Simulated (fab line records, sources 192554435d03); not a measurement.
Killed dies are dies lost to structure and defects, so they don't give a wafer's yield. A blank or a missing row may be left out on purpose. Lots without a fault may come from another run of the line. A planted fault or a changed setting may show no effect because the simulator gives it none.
Chamber matching | flow n5_finfet | N5_BEOL_M9_DESCUM_16 on rie_diel-04: 4 sister chambers
The step chemistry O2, time 7.9 s. 4 wafers are shown with their chamber, then 12 later ones without.

WAFERS WITH THEIR CHAMBER
wafer  | chamber | drypump_motor_current_A (A)
L082.5 | 0       | 5.3
L086.4 | 3       | 5.0
L086.5 | 2       | 4.9
L086.6 | 1       | 6.2

WAFERS WITHOUT THEIR CHAMBER
wafer  | drypump_motor_current_A (A)
L091.1 | 5.0
L091.2 | 5.2
L091.3 | 6.2
L091.4 | 4.9
L091.5 | 5.3
L091.6 | 6.2
L094.2 | 6.2
L094.5 | 5.0
L094.6 | 4.9
L097.1 | 4.9
L097.2 | 5.3
L097.5 | 4.9

WHICH CHAMBER EACH WENT THROUGH
wafer  | from the rows above | in truth
L091.1 | 3                   | 3
L091.2 | 0                   | 0
L091.3 | 1                   | 1
L091.4 | 2                   | 2
L091.5 | 0                   | 0
L091.6 | 1                   | 1
L094.2 | 1                   | 1
L094.5 | 3                   | 3
L094.6 | 2                   | 2
L097.1 | 2                   | 2
L097.2 | 0                   | 0
L097.5 | 2                   | 2
Placed correctly: 12 of 12. Can't be placed from these rows: 0. Placed wrongly: 0.
How it was worked out, from the rows above alone: a wafer's distance from a chamber is the root of the sum, over the readings, of the square of ((its reading less the chamber's mean) divided by the reading's scatter). The wafer belongs to the nearest chamber; if the next one is less than 2 further off, it can't be placed. A chamber's mean is the mean of its shown wafers. The scatter: with one shown wafer a chamber, the root of the mean of the squares of how far each hidden wafer lies from its nearest shown one.
